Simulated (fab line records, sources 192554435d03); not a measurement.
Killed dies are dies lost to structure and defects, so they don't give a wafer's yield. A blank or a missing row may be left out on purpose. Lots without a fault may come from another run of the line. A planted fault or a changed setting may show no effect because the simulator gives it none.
Chamber matching | flow n5_finfet | N5_BEOL_M5_STRIP_36 on rie_diel-06: 4 sister chambers
The step strips in N2/H2. 16 wafers are shown with their chamber, then 8 later ones without.

WAFERS WITH THEIR CHAMBER
wafer  | chamber | showerhead_plenum_p_Torr (Torr) | oes_product_au (a.u.) | drypump_motor_current_A (A)
L076.2 | 1       | 2.64                            | 0.74                  | 5.89
L076.5 | 1       | 2.64                            | 0.71                  | 5.93
L076.6 | 0       | 2.52                            | 0.73                  | 5.85
L081.1 | 1       | 2.64                            | 0.73                  | 5.91
L081.3 | 2       | 2.52                            | 0.69                  | 5.54
L081.6 | 0       | 2.51                            | 0.72                  | 5.83
L085.1 | 1       | 2.64                            | 0.71                  | 5.93
L085.4 | 0       | 2.51                            | 0.73                  | 5.84
L085.5 | 2       | 2.52                            | 0.69                  | 5.54
L088.2 | 3       | 2.58                            | 0.87                  | 5.79
L088.4 | 1       | 2.64                            | 0.71                  | 5.88
L088.6 | 2       | 2.52                            | 0.70                  | 5.53
L091.1 | 3       | 2.58                            | 0.87                  | 5.81
L091.4 | 1       | 2.63                            | 0.71                  | 5.94
L091.5 | 3       | 2.58                            | 0.87                  | 5.83
L094.1 | 2       | 2.51                            | 0.69                  | 5.52

SIGNATURES (means of the wafers above)
reading                  | chamber 0 | chamber 1 | chamber 2 | chamber 3 | scatter within a chamber
showerhead_plenum_p_Torr | 2.5133    | 2.6383    | 2.5175    | 2.5800    | 0.00433
oes_product_au           | 0.7267    | 0.7183    | 0.6925    | 0.8700    | 0.00924
drypump_motor_current_A  | 5.8400    | 5.9133    | 5.5325    | 5.8100    | 0.0187
Rule: a wafer's distance from a chamber is the root of the sum, over the readings, of the square of ((its reading less the chamber's mean) divided by the reading's scatter). The wafer belongs to the nearest chamber; if the next one is less than 2 further off, it can't be placed. The scatter: the root of (the sum of the squares of (reading less its chamber's mean) over the shown wafers, divided by (wafers less chambers)).

WAFERS WITHOUT THEIR CHAMBER
wafer  | showerhead_plenum_p_Torr (Torr) | oes_product_au (a.u.) | drypump_motor_current_A (A)
L094.2 | 2.51                            | 0.70                  | 5.82
L094.3 | 2.63                            | 0.70                  | 5.92
L094.4 | 2.58                            | 0.85                  | 5.78
L094.5 | 2.63                            | 0.71                  | 5.85
L094.6 | 2.51                            | 0.68                  | 5.51
L097.3 | 2.51                            | 0.68                  | 5.53
L097.4 | 2.50                            | 0.69                  | 5.80
L097.6 | 2.63                            | 0.69                  | 5.91

WHICH CHAMBER EACH WENT THROUGH
wafer  | from the rows above | in truth
L094.2 | 0                   | 0
L094.3 | 1                   | 1
L094.4 | 3                   | 3
L094.5 | 1                   | 1
L094.6 | 2                   | 2
L097.3 | 2                   | 2
L097.4 | 0                   | 0
L097.6 | 1                   | 1
Placed correctly: 8 of 8. Can't be placed from these rows: 0. Placed wrongly: 0.
